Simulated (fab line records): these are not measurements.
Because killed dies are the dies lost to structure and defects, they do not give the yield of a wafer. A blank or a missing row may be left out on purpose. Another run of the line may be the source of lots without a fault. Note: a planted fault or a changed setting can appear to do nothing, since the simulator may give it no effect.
Struck lot and sound lot, side by side | flow nandHarc | 13 out of 1302 route steps
Sound: these wafers, L223.1, L223.3, L223.4. Struck: wafer L218.3. (L218.1 of the same lot was not struck and is left out.) The cause comes at the end.
Each step with rows lists, per side, the tool, then ch with its chambers, then its first start. Under that, the readings that differ: sound wafers | struck wafers | difference of the means | sigmas: that difference in standard deviations of wafers without a fault.
alike: words and numbers the same on both sides, and readings whose means are apart by under 2 such deviations; not compared: readings that were withheld, readings missing a value for some wafer, numbers with overlapping values and no deviation given by the record, and bounds like >300 which may hide the same value.
The two part at a step that has a row with sigmas, a row that says differs or no value, or rows on one side only. Numbers that have no deviation but don't overlap get no sigmas and don't part them. Lack of a reading on every wafer of one side parts them only where that side has two or more wafers.

NHARC_A_WL_FILL_ALD_02: deposits TiN, target thk 2 nm, pulse time 3 s, ald cycles 100.
  sound on aldMetal-04 ch 0,2,3, day 29 10:56; struck on aldMetal-04 ch 0, day 27 08:04
  alike: heaterPowerW, precursorPulseHeightRel
NHARC_A_WL_FILL_CVD_03: deposits W, target thk 40 nm, time 279 s.
  sound on cvdW-02 ch 0,1, day 29 11:39; struck on cvdW-01 ch 0, day 27 08:28
  alike: heaterPowerW, throttleValvePct
NHARC_A_WL_FILL_ETCHBACK_04: etches the open film in NF3, target depth 60 nm, time 120 s.
  sound on rieMetal-01 ch 0,1, day 29 12:03; struck on rieMetal-01 ch 0, day 27 08:53
  alike: drypumpMotorCurrentA, oesProductAu, runLengthS
  not compared: rfHoursCounterH
then, 1 step without rows for these wafers: NHARC_A_WL_FILL_ETCHBACK_05 (etches the open film in Cl2/BCl3, target depth 22 nm, time 60 s).
NHARC_A_WL_FILL_STRIP_27: strips in N2/H2, time 20 s.
  sound on plasmaAsher-01 ch 0,1, day 29 12:24; struck on plasmaAsher-02 ch 0, day 27 09:15
reading          | sound       | struck | difference | sigmas
heaterPowerW (W) | 265 278 284 | 346    | +70        | +2
  alike: drypumpMotorCurrentA
  not compared: rfHoursCounterH
then, 5 steps without rows for these wafers: NHARC_A_WL_FILL_STRIP_28 (strips in post etch residue remover, time 1200 s); NHARC_A_WL_FILL_PRECLEAN_06 (cleans in DIW, time 300 s); NHARC_A_WL_FILL_SRD_07; NHARC_A_WL_FILL_ANNEAL_08 (time 1800 s); NHARC_A_WL_FILL_ALD_10 (deposits SiO2, target thk 50 nm, pulse time 10 s, ald cycles 500).
NHARC_A_WL_FILL_ETCHBACK_16: etches the open film in C4F8/O2/Ar, target depth 120 nm, time 24 s.
  sound on rieDiel-03 ch 0,1,2, day 29 22:12; struck on rieDiel-08 ch 1, day 27 20:12
reading             | sound             | struck | difference | sigmas
oesProductAu (a.u.) | 0.924 0.925 0.936 | 0.993  | +0.065     | +3
rfHoursCounterH (h) | 1.3 1.7 1.5       | 3.3    | +1.8       | 
runLengthS (s)      | 45.8 45.2 45.3    | 30.1   | -15.3      | -40
  alike: rfVppV
NHARC_A_WL_FILL_STRIP_29: strips in O2, time 20 s.
  sound on rieDiel-03 ch 1,2,3, day 29 22:19; struck on rieDiel-08 ch 3, day 27 20:18
reading             | sound          | struck | difference | sigmas
rfHoursCounterH (h) | 1.0 1.5 1.3    | 3.0    | +1.7       | 
rfVppV (V)          | 57.8 57.0 58.3 | 60.3   | +2.6       | +3
  alike: drypumpMotorCurrentA, oesProductAu, showerheadPlenumPTorr, throttleValvePct
-- the record jumps here: 4 days lie between the struck wafers' starts before and after (it left off in module A_WL_FILL and takes up again in module END, whose first step shown is number 1302 of the route) --
NHARC_END_SORT_01:
  at this point the record logs the struck wafers (prober-01 ch 0, day 31 13:28) and has no rows for the sound ones

## WHERE THEY PART
Last at NHARC_END_SORT_01 as far as this record goes, first at NHARC_A_WL_FILL_STRIP_27.

WHY: what the simulator had put in
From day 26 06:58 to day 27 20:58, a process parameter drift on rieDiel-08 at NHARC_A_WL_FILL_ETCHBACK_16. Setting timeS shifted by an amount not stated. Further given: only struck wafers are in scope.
